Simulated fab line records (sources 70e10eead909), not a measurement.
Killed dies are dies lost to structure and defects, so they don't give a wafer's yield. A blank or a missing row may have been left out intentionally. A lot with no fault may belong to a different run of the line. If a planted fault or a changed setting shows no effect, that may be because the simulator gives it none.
Comparing a struck lot with a sound one / flow nandHarc / 39 out of 1159 route steps
Sound: these wafers, L529.1, L529.5, L529.6. Struck: wafers L540.3, L540.5, L540.6. Last of all comes the cause.
Order at every step that has rows: each side's tool, ch and its chambers, its first start. Under that, the readings that differ: sound wafers / struck wafers / difference of the means / sigmas: that difference in standard deviations of wafers without a fault.
alike: words and numbers the same on both sides, and readings whose means are apart by under 2 such deviations; not compared: readings that were withheld, readings missing a value for some wafer, numbers with overlapping values and no deviation given by the record, and bounds like >300 which may hide the same value.
The two part at a step that has a row with sigmas, a row that says differs or no value, or rows on one side only. Numbers that don't overlap but have no deviation are shown without sigmas and don't part them. Lack of a reading on every wafer of one side parts them only where that side has two or more wafers.

NHARC_A_BONDPAD_CD_MEAS_09: the cd target is 500 nm.
  sound on cdSem-02 ch 0, day 18 06:07; struck on cdSem-03 ch 0, day 20 15:23
  alike: cdNm
NHARC_A_BONDPAD_OVL_MEAS_35:
  sound: overlay-02 at day 18 06:12; struck: overlay-01 at day 20 15:29
reading=overlayXNm (nm); sound=7 6 7; struck=-6 -6 -6; difference=-13; sigmas=-2
  alike: overlayYNm
then, 3 steps without rows for these wafers: NHARC_A_BONDPAD_HARDBAKE_10 (time 65 s); NHARC_A_BONDPAD_DESCUM_11 (chemistry O2, time 3 s); NHARC_A_BONDPAD_ETCH_34 (etches the open film in N2/H2, target depth 60 nm, overetch 18 nm, time 65.91 s).
NHARC_A_BONDPAD_ETCH_12: etches the open film in CHF3/O2, target depth 220 nm, time 110 s.
  sound on rieDiel-08 ch 0,1; struck on rieDiel-08 ch 0,1
  alike: drypumpMotorCurrentA, o2FlowSccm, oesProductAu, rfFwdPowerW, rfVppV, showerheadPlenumPTorr, throttleValvePct
  not compared: rfHoursCounterH
NHARC_A_BONDPAD_CD_MEAS_13:
  sound: cdSem-03 at day 18 06:46; struck: cdSem-01 at day 20 15:56
  alike: cdNm
then, 4 steps without rows for these wafers: NHARC_A_BONDPAD_STRIP_15 (strips in O2); NHARC_A_BONDPAD_ETCH_24 (etches the open film in CF4/N2, target depth 30 nm, time 72.99 s); NHARC_A_BONDPAD_STRIP_16 (strips in post etch residue remover, time 600 s); NHARC_A_BONDPAD_DEGAS_25 (time 60 s).
NHARC_A_BONDPAD_PRE_CLEAN_26: time 30 s.
  sound on pvdSputter-02; struck on pvdSputter-03
  alike: heaterPowerW
NHARC_A_BONDPAD_PVD_17: deposits TaN, target thk 5 nm, time 8.06 s.
  sound: pvdSputter-02 at day 18 07:30; struck: pvdSputter-03 at day 20 16:43
  alike: throttleValvePct
then, 3 steps without rows for these wafers: NHARC_A_BONDPAD_PVD_27 (deposits Cu, target thk 30 nm, time 20.49 s); NHARC_A_BONDPAD_ECD_18 (material Cu, target thk 400 nm); NHARC_A_BONDPAD_ANNEAL_28 (time 90 s).
NHARC_A_BONDPAD_CMP_19: polishes, t overpolish 30 s, cu recess touch 16 s, target thk 169.8 nm.
  sound on cmp-01 ch 1,2,3, day 18 08:32; struck on cmp-03 ch 0,1,2, day 20 17:42
  alike: motorCurrentA, overpolishRunS, slurryFilterDpKPa
NHARC_A_BONDPAD_THK_MEAS_20: measures by xrf.
  sound: filmMetro-01 at day 18 08:47; struck: filmMetro-02 at day 20 17:58
  alike: thkNm
then, 6 steps without rows for these wafers: NHARC_A_BONDPAD_SRD_21 (time 30 s, dry time 20 s); NHARC_HYBRID_BOND_ACTIVATE_00 (chemistry N2, time 60 s); NHARC_HYBRID_BOND_PRECLEAN_01 (cleans in DIW, time 300 s); NHARC_HYBRID_BOND_SRD_02 (time 30 s, dry time 20 s); NHARC_HYBRID_BOND_BOND_03; NHARC_HYBRID_BOND_ANNEAL_04 (time 7200 s).
NHARC_HYBRID_BOND_OVL_MEAS_05:
  sound: overlay-02 at day 18 18:17; struck: overlay-02 at day 21 04:03
  alike: overlayXNm, overlayYNm
next, for these wafers, 1 step has no rows: NHARC_THIN_TSV_GRIND_00.
NHARC_THIN_TSV_CMP_01: polishes.
  sound on cmp-04 ch 1,2, day 19 00:29; struck on cmp-01 ch 0,1,3, day 21 06:45
  alike: motorCurrentA, slurryFilterDpKPa
NHARC_THIN_TSV_THK_MEAS_02: measures by ir.
  sound: filmMetro-01 at day 19 00:45; struck: filmMetro-01 at day 21 06:58
  alike: thkNm
then, 3 steps without rows for these wafers: NHARC_THIN_TSV_SRD_03; NHARC_THIN_TSV_PRECLEAN_41 (cleans in SC1); NHARC_THIN_TSV_SRD_42.
NHARC_THIN_TSV_DEP_43: deposits SiO2, target thk 1328.5 nm.
  sound on pecvd-02 ch 1,2, day 19 01:20; struck on pecvd-02 ch 0,1, day 21 07:16
  alike: rfFwdPowerW, throttleValvePct
then, 6 steps without rows for these wafers: NHARC_THIN_TSV_DEHYDRATE_04 (time 120 s); NHARC_THIN_TSV_HMDS_05 (time 30 s); NHARC_THIN_TSV_COAT_06; NHARC_THIN_TSV_SOFTBAKE_07 (time 95 s); NHARC_THIN_TSV_EBR_08; NHARC_THIN_TSV_EXPOSE_09 (exposes mask TSV).
NHARC_END_SORT_01:
  sound on prober-02 ch 0, day 20 03:31; struck on prober-02 ch 0, day 22 01:47
reading=defectLimitedYield (%); sound=96.8 97.9 97.6; struck=86.7 79.9 88.0; difference=-12.6; sigmas=-8
reading=killedAtArray; sound=15 9 9; struck=85 132 76; difference=+87; sigmas=+7
reading=killedDies; sound=22 14 16; struck=90 136 81; difference=+85; sigmas=+8
reading=sort_bin_2_pct (%); sound=1.2 0.6 1.2; struck=5.3 6.6 4.7; difference=+4.5; sigmas=+8
reading=sort_bin_3_pct (%); sound=0.15 0 0; struck=2.66 5.17 2.07; difference=+3.25; sigmas=+15
reading=sort_bin_4_pct (%); sound=1.9 1.5 1.2; struck=5.3 8.3 5.2; difference=+4.7; sigmas=+4
reading=sortNPass; sound=655 663 661; struck=587 541 596; difference=-85; sigmas=-8
reading=sortRimYieldPct (%); sound=95.3 98.1 96.2; struck=78.3 96.2 81.1; difference=-11.3; sigmas=-4
reading=sortYieldPct (%); sound=96.8 97.9 97.6; struck=86.7 79.9 88.0; difference=-12.6; sigmas=-8
  alike: killedAtOther, killedAtPeriphery, killedOpen, killedShort

== WHERE THEY PART ==
At NHARC_A_BONDPAD_OVL_MEAS_35 first; at NHARC_END_SORT_01 last (within this record only).

WHY: whatever the simulator had introduced
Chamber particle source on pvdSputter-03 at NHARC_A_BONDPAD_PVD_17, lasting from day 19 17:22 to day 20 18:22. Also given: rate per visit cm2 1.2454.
